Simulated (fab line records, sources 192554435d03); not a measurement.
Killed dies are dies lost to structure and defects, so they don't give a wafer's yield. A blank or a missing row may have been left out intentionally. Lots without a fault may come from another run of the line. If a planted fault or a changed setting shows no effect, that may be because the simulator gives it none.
Split-lot study / flow n5Finfet / on a route of 1938 steps: 7 lots, 21 wafers read

== THE SPLIT ==
At N5_FIN_CUT_CUT_ETCH_15 (etches Si in HBr/Cl2/O2, target depth 100 nm, bt time 10 s, time 42.4 s), the setting timeS was moved away from the recipe's 42.4 s on 5 of the 21 wafers read, by -17.8% to +14.8%. All remaining wafers had this setting at the recipe value.

There is no step in the file separating the split from the reading.

== THE READING ==
SOC_of_FIN_CUT_COAT_18.thkNm (the simulator's own value, which no gauge read), in nm, at N5_FIN_CUT_CUT_ETCH_28 (etches Si in HBr/Cl2/O2, target depth 6 nm, time 2.4 s). There is no usual value for it anywhere in the file. Average 169.0 nm, standard deviation 0.9 nm, over the 16 wafers here run with the recipe.

wafer=L075.1; tool, chamber at the split=rieSi-05, 1; timeS as run, s=42.4; against the recipe=recipe; SOC_of_FIN_CUT_COAT_18.thkNm, nm=170.2; against lot-mates on the recipe=-
wafer=L075.3; tool, chamber at the split=rieSi-05, 3; timeS as run, s=42.4; against the recipe=recipe; SOC_of_FIN_CUT_COAT_18.thkNm, nm=168.8; against lot-mates on the recipe=-
wafer=L075.4; tool, chamber at the split=rieSi-05, 2; timeS as run, s=48.67; against the recipe=+14.8%; SOC_of_FIN_CUT_COAT_18.thkNm, nm=164.8; against lot-mates on the recipe=-4.7
wafer=L076.1; tool, chamber at the split=rieSi-02, 2; timeS as run, s=42.4; against the recipe=recipe; SOC_of_FIN_CUT_COAT_18.thkNm, nm=169.8; against lot-mates on the recipe=-
wafer=L076.2; tool, chamber at the split=rieSi-02, 1; timeS as run, s=42.4; against the recipe=recipe; SOC_of_FIN_CUT_COAT_18.thkNm, nm=169.2; against lot-mates on the recipe=-
wafer=L076.6; tool, chamber at the split=rieSi-02, 2; timeS as run, s=42.4; against the recipe=recipe; SOC_of_FIN_CUT_COAT_18.thkNm, nm=170.4; against lot-mates on the recipe=-
wafer=L081.1; tool, chamber at the split=rieSi-05, 2; timeS as run, s=34.86; against the recipe=-17.8%; SOC_of_FIN_CUT_COAT_18.thkNm, nm=175.4; against lot-mates on the recipe=+9.0
wafer=L081.3; tool, chamber at the split=rieSi-05, 3; timeS as run, s=42.4; against the recipe=recipe; SOC_of_FIN_CUT_COAT_18.thkNm, nm=166.4; against lot-mates on the recipe=-
wafer=L081.6; tool, chamber at the split=rieSi-05, 2; timeS as run, s=34.86; against the recipe=-17.8%; SOC_of_FIN_CUT_COAT_18.thkNm, nm=175; against lot-mates on the recipe=+8.6
wafer=L083.1; tool, chamber at the split=rieSi-02, 2; timeS as run, s=42.4; against the recipe=recipe; SOC_of_FIN_CUT_COAT_18.thkNm, nm=168.8; against lot-mates on the recipe=-
wafer=L083.3; tool, chamber at the split=rieSi-02, 0; timeS as run, s=42.4; against the recipe=recipe; SOC_of_FIN_CUT_COAT_18.thkNm, nm=168.8; against lot-mates on the recipe=-
wafer=L083.4; tool, chamber at the split=rieSi-02, 3; timeS as run, s=42.4; against the recipe=recipe; SOC_of_FIN_CUT_COAT_18.thkNm, nm=168.4; against lot-mates on the recipe=-
wafer=L086.1; tool, chamber at the split=rieSi-02, 0; timeS as run, s=42.4; against the recipe=recipe; SOC_of_FIN_CUT_COAT_18.thkNm, nm=169.2; against lot-mates on the recipe=-
wafer=L086.3; tool, chamber at the split=rieSi-02, 2; timeS as run, s=42.4; against the recipe=recipe; SOC_of_FIN_CUT_COAT_18.thkNm, nm=169.6; against lot-mates on the recipe=-
wafer=L086.5; tool, chamber at the split=rieSi-02, 0; timeS as run, s=38.14; against the recipe=-10.0%; SOC_of_FIN_CUT_COAT_18.thkNm, nm=172.8; against lot-mates on the recipe=+3.4
wafer=L095.2; tool, chamber at the split=rieSi-02, 0; timeS as run, s=36.79; against the recipe=-13.2%; SOC_of_FIN_CUT_COAT_18.thkNm, nm=173; against lot-mates on the recipe=+3.9
wafer=L095.5; tool, chamber at the split=rieSi-02, 0; timeS as run, s=42.4; against the recipe=recipe; SOC_of_FIN_CUT_COAT_18.thkNm, nm=169; against lot-mates on the recipe=-
wafer=L095.6; tool, chamber at the split=rieSi-02, 2; timeS as run, s=42.4; against the recipe=recipe; SOC_of_FIN_CUT_COAT_18.thkNm, nm=169.2; against lot-mates on the recipe=-
wafer=L096.2; tool, chamber at the split=rieSi-05, 2; timeS as run, s=42.4; against the recipe=recipe; SOC_of_FIN_CUT_COAT_18.thkNm, nm=169.2; against lot-mates on the recipe=-
wafer=L096.3; tool, chamber at the split=rieSi-05, 1; timeS as run, s=42.4; against the recipe=recipe; SOC_of_FIN_CUT_COAT_18.thkNm, nm=168; against lot-mates on the recipe=-
wafer=L096.6; tool, chamber at the split=rieSi-05, 0; timeS as run, s=42.4; against the recipe=recipe; SOC_of_FIN_CUT_COAT_18.thkNm, nm=168.6; against lot-mates on the recipe=-

THE FIT
A straight line over all 21 wafers: SOC_of_FIN_CUT_COAT_18.thkNm changes by -0.33 nm for each +1% of timeS; r = -0.94; the points scatter about the line by 0.86 nm.
The same after taking each lot's own level away (the mean of its wafers on the recipe; 21 wafers): -0.412 nm for each +1%; r = -0.97; scatter 0.79 nm.
Per that fit: largest timeS move, reading shift of 7.3 nm.
The lots' own levels span 166.40 to 169.80 nm, that is 3.8 times the standard deviation above.
Hence the slope depends on the lot-to-lot level, as the two fits are not the same.
Check: for one of the wafers moved furthest among these (-17.8%), held out of the fit, the line's prediction against its lot-mates is +6.79 nm. Against them it came out at +9 nm.

== OTHER SPLITS APPLIED TO THESE WAFERS ==
Other splits were also applied to these wafers ahead of the reading. Each is held against what the fit with the lots' levels taken away leaves over:
other split on the same wafers=N5_ZERO_LAYER_PECVD_02 timeS; wafers away from the commonest value=9; r with SOC_of_FIN_CUT_COAT_18.thkNm (lot level and that fit taken away)=+0.44
other split on the same wafers=N5_ZERO_LAYER_COAT_05 spinRpm; wafers away from the commonest value=9; r with SOC_of_FIN_CUT_COAT_18.thkNm (lot level and that fit taken away)=-0.08
other split on the same wafers=N5_ZERO_LAYER_EXPOSE_08 doseMj; wafers away from the commonest value=6; r with SOC_of_FIN_CUT_COAT_18.thkNm (lot level and that fit taken away)=+0.15
other split on the same wafers=N5_ZERO_LAYER_DEVELOP_10 developTimeS; wafers away from the commonest value=3; r with SOC_of_FIN_CUT_COAT_18.thkNm (lot level and that fit taken away)=+0.09
other split on the same wafers=N5_FIN_SAQP_DESCUM_21 timeS; wafers away from the commonest value=11; r with SOC_of_FIN_CUT_COAT_18.thkNm (lot level and that fit taken away)=-0.20
other split on the same wafers=N5_FIN_CUT_ETCH_21 biasW; wafers away from the commonest value=6; r with SOC_of_FIN_CUT_COAT_18.thkNm (lot level and that fit taken away)=-0.16

== THE WHOLE CHAIN: every reading that the file lists as answering this split, in the file's order ==
step=N5_FIN_CUT_CUT_ETCH_15; what it does=etches Si in HBr/Cl2/O2, target depth 100 nm, bt time 10 s, time 42.4 s; reading=etch.depthNm (the simulator's own value, which no gauge read); change (the file's fit)=+1.05 nm for each +1% of the setting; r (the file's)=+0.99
step=N5_FIN_CUT_CUT_ETCH_15; what it does=etches Si in HBr/Cl2/O2, target depth 100 nm, bt time 10 s, time 42.4 s; reading=FIN_CUT.featureDepthNm (the simulator's own value, which no gauge read); change (the file's fit)=+1.05 nm for each +1% of the setting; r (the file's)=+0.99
step=N5_FIN_CUT_CUT_ETCH_15; what it does=etches Si in HBr/Cl2/O2, target depth 100 nm, bt time 10 s, time 42.4 s; reading=SOC_of_FIN_CUT_COAT_18.thkNm (the simulator's own value, which no gauge read); change (the file's fit)=-0.386 nm for each +1% of the setting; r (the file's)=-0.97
step=N5_FIN_CUT_CUT_ETCH_28; what it does=etches Si in HBr/Cl2/O2, target depth 6 nm, time 2.4 s; reading=SOC_of_FIN_CUT_COAT_18.thkNm (the simulator's own value, which no gauge read); change (the file's fit)=-0.384 nm for each +1% of the setting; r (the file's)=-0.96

== FILE'S OWN FIT ==
SOC_of_FIN_CUT_COAT_18.thkNm changes by -0.384 nm for each +1% of timeS, r = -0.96.
